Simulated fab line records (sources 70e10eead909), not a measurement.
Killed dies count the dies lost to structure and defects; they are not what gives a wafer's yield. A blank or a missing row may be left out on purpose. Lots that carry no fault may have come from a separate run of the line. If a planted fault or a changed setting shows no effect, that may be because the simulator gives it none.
Matching of chambers / flow nand harc / NHARC_A_SLIT_DESCUM_14 on rie diel-03: 4 sister chambers
The step chemistry O2, time 3 s. 4 wafers are shown with their chamber, then 8 later ones without.

## WAFERS PAIRED WITH THEIR CHAMBERS
wafer=L089.4; chamber=2; rf vpp V (V)=56.8
wafer=L090.5; chamber=1; rf vpp V (V)=57.3
wafer=L090.6; chamber=0; rf vpp V (V)=58.2
wafer=L093.1; chamber=3; rf vpp V (V)=57.9

## WAFERS WHOSE CHAMBER IS MISSING
wafer=L093.4; rf vpp V (V)=56.2
wafer=L093.6; rf vpp V (V)=58.7
wafer=L095.1; rf vpp V (V)=57.3
wafer=L095.2; rf vpp V (V)=57.8
wafer=L095.4; rf vpp V (V)=57.8
wafer=L096.1; rf vpp V (V)=57.2
wafer=L096.3; rf vpp V (V)=57.3
wafer=L096.4; rf vpp V (V)=57.7

## EACH ONE'S CHAMBER
wafer=L093.4; from the rows above=can't be placed: 2 or 1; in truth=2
wafer=L093.6; from the rows above=can't be placed: 0 or 3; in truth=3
wafer=L095.1; from the rows above=can't be placed: 1 or 2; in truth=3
wafer=L095.2; from the rows above=can't be placed: 3 or 0 or 1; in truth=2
wafer=L095.4; from the rows above=can't be placed: 3 or 0 or 1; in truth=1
wafer=L096.1; from the rows above=can't be placed: 1 or 2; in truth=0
wafer=L096.3; from the rows above=can't be placed: 1 or 2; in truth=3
wafer=L096.4; from the rows above=can't be placed: 3 or 1 or 0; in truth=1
Correctly placed: 0 of 8. Not placeable from these rows: 8 (in 4, the candidates include the true chamber). Placed wrongly: 0.
How it was worked out, from the rows above alone: a wafer's distance from a chamber is the root of the sum, over the readings, of the square of ((its reading less the chamber's mean) divided by the reading's scatter). If the next closest chamber is less than 2 further off than the closest, the wafer can't be placed; otherwise it belongs to the closest. The mean given for a chamber averages the wafers shown for that chamber. The scatter: with one shown wafer a chamber, the root of the mean of the squares of how far each hidden wafer lies from its nearest shown one.
